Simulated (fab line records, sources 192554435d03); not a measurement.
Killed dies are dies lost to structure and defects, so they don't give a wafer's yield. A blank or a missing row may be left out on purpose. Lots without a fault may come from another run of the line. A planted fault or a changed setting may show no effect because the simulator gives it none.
A struck lot beside a sound one | flow n5_finfet | 31 steps out of a route of 1938
Sound: wafers L272.2, L272.3, L272.6. Struck: wafer L283.1. (L283.3, L283.5 of the same lot were not struck and are left out.) The cause comes at the end.
At each step with rows: each side's tool, then ch and its chambers, then its first start. Under that, the readings that differ: sound wafers | struck wafers | difference of the means | sigmas: that difference in standard deviations of wafers without a fault.
alike: readings whose means differ by less than 2 such deviations, and words and numbers that are the same on both sides. not compared: withheld readings, readings that some wafer has no value for, bounds like >300 that may hide the same value, and numbers for which the record gives no deviation and whose values overlap.
The two part at a step that has a row with sigmas, a row that says differs or no value, or rows on one side only. Numbers that don't overlap but have no deviation are shown without sigmas and don't part them. A reading that every wafer of one side lacks parts them only if that side has two wafers or more.

first, 11 steps without rows for these wafers: N5_BEOL_M1_SPUTTER_90 (material Cu, target thk 4.5 nm, time 8.29 s); N5_BEOL_M1_ANNEAL_91 (time 240 s); N5_BEOL_M1_SPUTTER_92 (material Cu, target thk 4.5 nm, time 8.29 s); N5_BEOL_M1_ANNEAL_93 (time 240 s); N5_BEOL_M1_SPUTTER_94 (material Cu, target thk 4.5 nm, time 8.29 s); N5_BEOL_M1_ANNEAL_95 (time 240 s); N5_BEOL_M1_SPUTTER_96 (material Cu, target thk 4.5 nm, time 8.29 s); N5_BEOL_M1_ECD_50 (material Cu, target thk 300 nm); N5_BEOL_M1_ANNEAL_51 (time 90 s); N5_BEOL_M1_CMP_52 (polishes, stops on SiOC, t overpolish 6.8 s, target thk 40 nm); N5_BEOL_M1_PRE_CLEAN_60 (time 15 s).
N5_BEOL_M1_CO_CAP_55: material Co, precursor CCTBA/H2, target thk 2 nm, time 102.1 s.
  sound on cvd_co-01 ch 0,1,2, day 9 14:54; struck on cvd_co-01 ch 2, day 12 10:14
  alike: heater_power_w
then, 2 steps without rows for these wafers: N5_BEOL_M1_PRE_CLEAN_56 (time 15 s); N5_BEOL_M1_DEP_57 (deposits SiCN from 3MS/NH3, target thk 8 nm, time 14 s).
N5_BEOL_M1_INSPECT_59: inspects for defects (darkfield).
  sound on defect_inspect-01, day 9 15:07; struck on defect_inspect-01, day 12 10:26
  reading          | sound    | struck | difference | sigmas
  raw_defect_count | 65 60 83 | 1018   | +949       | +43
then, 12 steps without rows for these wafers: N5_BEOL_M2_ILD_DEP_00 (deposits SiOC from DEMS/O2, target thk 79 nm, time 15.3 s); N5_BEOL_M2_PECVD_72 (deposits SiO2 from TEOS/O2, target thk 16 nm, time 18 s); N5_BEOL_M2_HM_DEP_02 (deposits TiN, target thk 20 nm); N5_BEOL_M2_COAT_61 (time 60 s, resist thk 60 nm); N5_BEOL_M2_COAT_62 (time 60 s, resist thk 12 nm); N5_BEOL_M2_COAT_73 (time 60 s, resist thk 5 nm); N5_BEOL_M2_COAT_05 (resist thk 30 nm); N5_BEOL_M2_EBR_07; N5_BEOL_M2_SOFTBAKE_06 (time 60 s); N5_BEOL_M2_EXPOSE_08 (exposes mask M2); N5_BEOL_M2_PEB_09 (peb time 60 s); N5_BEOL_M2_DEVELOP_10 (develop time 30 s).
N5_BEOL_M2_INSPECT_13: inspects for defects (brightfield).
  sound on defect_inspect-01, day 9 16:34; struck on defect_inspect-02, day 12 13:06
  reading          | sound       | struck | difference | sigmas
  raw_defect_count | 463 413 588 | 1459   | +971       | +10
then, 1 step without rows for these wafers: N5_BEOL_M2_DESCUM_16 (chemistry O2, time 7 s).
-- the record jumps here: 2 days lie between the struck wafers' starts before and after (it left off in module BEOL_M2 and takes up again in module BEOL_M4, whose first step shown is number 1111 of the route) --
N5_BEOL_M4_RC_MEAS_101:
  sound on prober-01 ch 0, day 11 03:34; struck on prober-01 ch 0, day 14 23:02
  alike: DIBL_N, DIBL_P, IOFF_N, IOFF_P, ION_N, ION_P, SS_N, SS_P, VT_N, VT_P
-- the record jumps here: 4 days lie between the struck wafers' starts before and after (it left off in module BEOL_M4 and takes up again in module PASSIVATION, whose first step shown is number 1936 of the route) --
N5_PASSIVATION_PROBE_49:
  the record has rows for the struck wafers here (prober-01, day 19 06:59) and none for the sound ones

WHERE THEY PART
First at N5_BEOL_M1_INSPECT_59; last, within this record, at N5_PASSIVATION_PROBE_49.

WHY: what the simulator had put in
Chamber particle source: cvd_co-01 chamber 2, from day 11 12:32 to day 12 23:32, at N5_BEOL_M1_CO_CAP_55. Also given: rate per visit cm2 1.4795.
